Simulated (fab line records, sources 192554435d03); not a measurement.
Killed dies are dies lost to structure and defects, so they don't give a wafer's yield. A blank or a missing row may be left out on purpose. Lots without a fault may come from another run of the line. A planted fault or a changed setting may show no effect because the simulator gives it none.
Split-lot experiment | flow n5_finfet | 7 lots, 21 wafers read, on a route of 1938 steps

THE SPLIT
At N5_BEOL_M5_HM_DEP_02 (deposits TiN, target thk 20 nm), the setting target_thk_a was moved away from the recipe's 200 angstrom on 8 of the 21 wafers read, by -9.9% to +13.3%. The other wafers ran this setting at the recipe's value.

FROM THE SPLIT TO THE READING: what the file shows between them, 8 steps
- N5_BEOL_M5_COAT_59: time 60 s, resist thk 60 nm
- N5_BEOL_M5_COAT_60: time 60 s, resist thk 12 nm
- N5_BEOL_M5_STRIP_73: strips in N2/H2
- N5_BEOL_M5_STRIP_64: strips in CF4
- N5_BEOL_M5_HM_OPEN_17: chemistry Cl2/BCl3, target TiN, target depth 20 nm, overetch 6 nm
- N5_BEOL_M5_STRIP_19: strips in O2
- N5_BEOL_M5_STRIP_85: strips in C4F6/O2
- N5_BEOL_M5_STRIP_36: strips in N2/H2

THE READING
TiN_of_BEOL_M5_HM_DEP_02.thk_nm (the simulator's own value, which no gauge read), in nm, at N5_BEOL_M5_TRENCH_ETCH_37 (etches SiCOH lowk in C4F6/O2, target depth 71.652 nm, time 24.7 s). The file gives no usual value for it. The 13 wafers here that ran the recipe average 17.8 nm, standard deviation 0.32 nm.

wafer  | tool, chamber at the split | target_thk_a as run, angstrom | against the recipe | TiN_of_BEOL_M5_HM_DEP_02.thk_nm, nm | against lot-mates on the recipe
L081.1 | pvd_sputter-02, -          | 200                           | recipe             | 17.2                                | -
L081.3 | pvd_sputter-02, -          | 200                           | recipe             | 17.4                                | -
L081.6 | pvd_sputter-02, -          | 200                           | recipe             | 17.4                                | -
L082.1 | pvd_sputter-01, -          | 200                           | recipe             | 17.8                                | -
L082.4 | pvd_sputter-01, -          | 200                           | recipe             | 18                                  | -
L082.5 | pvd_sputter-01, -          | 200                           | recipe             | 18                                  | -
L084.3 | pvd_sputter-03, -          | 200                           | recipe             | 18.2                                | -
L084.4 | pvd_sputter-03, -          | 200                           | recipe             | 18.2                                | -
L084.6 | pvd_sputter-03, -          | 200                           | recipe             | 18.2                                | -
L085.1 | pvd_sputter-02, -          | 218.7                         | +9.3%              | 19.6                                | +1.9
L085.3 | pvd_sputter-02, -          | 200                           | recipe             | 17.8                                | -
L085.5 | pvd_sputter-02, -          | 200                           | recipe             | 17.6                                | -
L088.4 | pvd_sputter-01, -          | 180.2                         | -9.9%              | 16.2                                | no lot-mate on the recipe
L088.5 | pvd_sputter-01, -          | 180.2                         | -9.9%              | 16.2                                | no lot-mate on the recipe
L088.6 | pvd_sputter-01, -          | 180.2                         | -9.9%              | 16                                  | no lot-mate on the recipe
L096.1 | pvd_sputter-01, -          | 226.5                         | +13.3%             | 20.4                                | +2.4
L096.2 | pvd_sputter-01, -          | 226.5                         | +13.3%             | 20.4                                | +2.4
L096.4 | pvd_sputter-01, -          | 200                           | recipe             | 18                                  | -
L097.1 | pvd_sputter-02, -          | 200                           | recipe             | 17.6                                | -
L097.4 | pvd_sputter-02, -          | 183.9                         | -8.1%              | 16                                  | -1.6
L097.5 | pvd_sputter-02, -          | 183.9                         | -8.1%              | 16                                  | -1.6

THE FIT
A straight line over all 21 wafers: TiN_of_BEOL_M5_HM_DEP_02.thk_nm changes by +0.191 nm for each +1% of target_thk_a; r = +0.97; the points scatter about the line by 0.3 nm.
The same after taking each lot's own level away (the mean of its wafers on the recipe; 18 wafers): +0.189 nm for each +1%; r = +1.00; scatter 0.087 nm.
On that fit, the largest move of target_thk_a shifts the reading by 2.5 nm.
The lots' own levels span 17.33 to 18.20 nm, that is 2.7 times the standard deviation above.
So the lot-to-lot level changes the slope little: the two slopes agree.
Check: with one of the wafers moved furthest among these (+13.3%) left out of the fit, the line predicts +2.54 nm for it against its lot-mates. It came out at +2.4 nm against them.

OTHER SPLITS ON THESE WAFERS
These wafers also went through other splits before the reading. Each is held against what the fit with the lots' levels taken away leaves over:
other split on the same wafers    | wafers away from the commonest value | r with TiN_of_BEOL_M5_HM_DEP_02.thk_nm (lot level and that fit taken away)
N5_BEOL_M2_TRENCH_ETCH_37 bias_w  | 5                                    | +0.03
N5_BEOL_M3_HM_DEP_02 target_thk_a | 6                                    | +0.01
N5_BEOL_M3_COAT_73 temp_c         | 7                                    | +0.02
N5_BEOL_M4_ETCH_64 bias_w         | 11                                   | +0.28
N5_BEOL_M4_COAT_67 spin_rpm       | 5                                    | +0.09

THE WHOLE CHAIN: every reading that the file lists as answering this split, in the file's order
step                      | what it does                                                      | reading                                                                          | change (the file's fit)               | r (the file's)
N5_BEOL_M5_HM_DEP_02      | deposits TiN, target thk 20 nm                                    | TiN_of_BEOL_M5_HM_DEP_02.thk_nm (the simulator's own value, which no gauge read) | +0.196 nm for each +1% of the setting | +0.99
N5_BEOL_M5_HM_OPEN_17     | chemistry Cl2/BCl3, target TiN, target depth 20 nm, overetch 6 nm | etch.depth_nm (the simulator's own value, which no gauge read)                   | +0.193 nm for each +1% of the setting | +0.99
N5_BEOL_M5_TRENCH_ETCH_37 | etches SiCOH lowk in C4F6/O2, target depth 71.652 nm, time 24.7 s | TiN_of_BEOL_M5_HM_DEP_02.thk_nm (the simulator's own value, which no gauge read) | +0.191 nm for each +1% of the setting | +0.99

THE FILE'S OWN FIT
TiN_of_BEOL_M5_HM_DEP_02.thk_nm changes by +0.191 nm for each +1% of target_thk_a, r = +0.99.
